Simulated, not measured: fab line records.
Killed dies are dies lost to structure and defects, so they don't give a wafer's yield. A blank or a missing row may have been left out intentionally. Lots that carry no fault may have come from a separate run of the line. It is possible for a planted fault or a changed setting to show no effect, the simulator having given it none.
Matching of chambers :: flow nand_harc :: ald_hk-04 running NHARC_A_CHANNEL_FILL_D2_ALD_16: 4 sister chambers
The step deposits SiO2, target thk 1.5 nm, pulse time 10 s, ald cycles 15. 4 wafers are shown with their chamber, then 8 later ones without.

WAFERS WITH THEIR CHAMBER
wafer: L079.1
chamber: 0
heater_power_w (W): 531

wafer: L085.5
chamber: 1
heater_power_w (W): 474

wafer: L091.5
chamber: 2
heater_power_w (W): 519

wafer: L094.1
chamber: 3
heater_power_w (W): 515

WAFERS WITH NO CHAMBER GIVEN
wafer: L094.2
heater_power_w (W): 461

wafer: L094.5
heater_power_w (W): 462

wafer: L095.2
heater_power_w (W): 535

wafer: L095.4
heater_power_w (W): 503

wafer: L095.5
heater_power_w (W): 510

wafer: L096.2
heater_power_w (W): 509

wafer: L096.3
heater_power_w (W): 453

wafer: L096.4
heater_power_w (W): 504

CHAMBER TAKEN BY EACH
wafer: L094.2
from the rows above: 1
in truth: 1

wafer: L094.5
from the rows above: 1
in truth: 1

wafer: L095.2
from the rows above: can't be placed: 0 or 2 or 3
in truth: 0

wafer: L095.4
from the rows above: can't be placed: 3 or 2 or 0 or 1
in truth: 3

wafer: L095.5
from the rows above: can't be placed: 3 or 2 or 0
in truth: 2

wafer: L096.2
from the rows above: can't be placed: 3 or 2 or 0
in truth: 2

wafer: L096.3
from the rows above: 1
in truth: 1

wafer: L096.4
from the rows above: can't be placed: 3 or 2 or 0 or 1
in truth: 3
Placed correctly: 3 of 8. Cannot be placed on the basis of these rows: 5; the candidates contain the true chamber in 5. Wrongly placed: 0.
How it was worked out, from the rows above alone: a wafer's distance from a chamber is the root of the sum, over the readings, of the square of ((its reading less the chamber's mean) divided by the reading's scatter). The wafer belongs to the nearest chamber; if the next one is less than 2 further off, it can't be placed. The mean given for a chamber averages the wafers shown for that chamber. The scatter (one wafer shown for each chamber): square how far every hidden wafer sits from the nearest shown wafer, average those squares and take the square root.
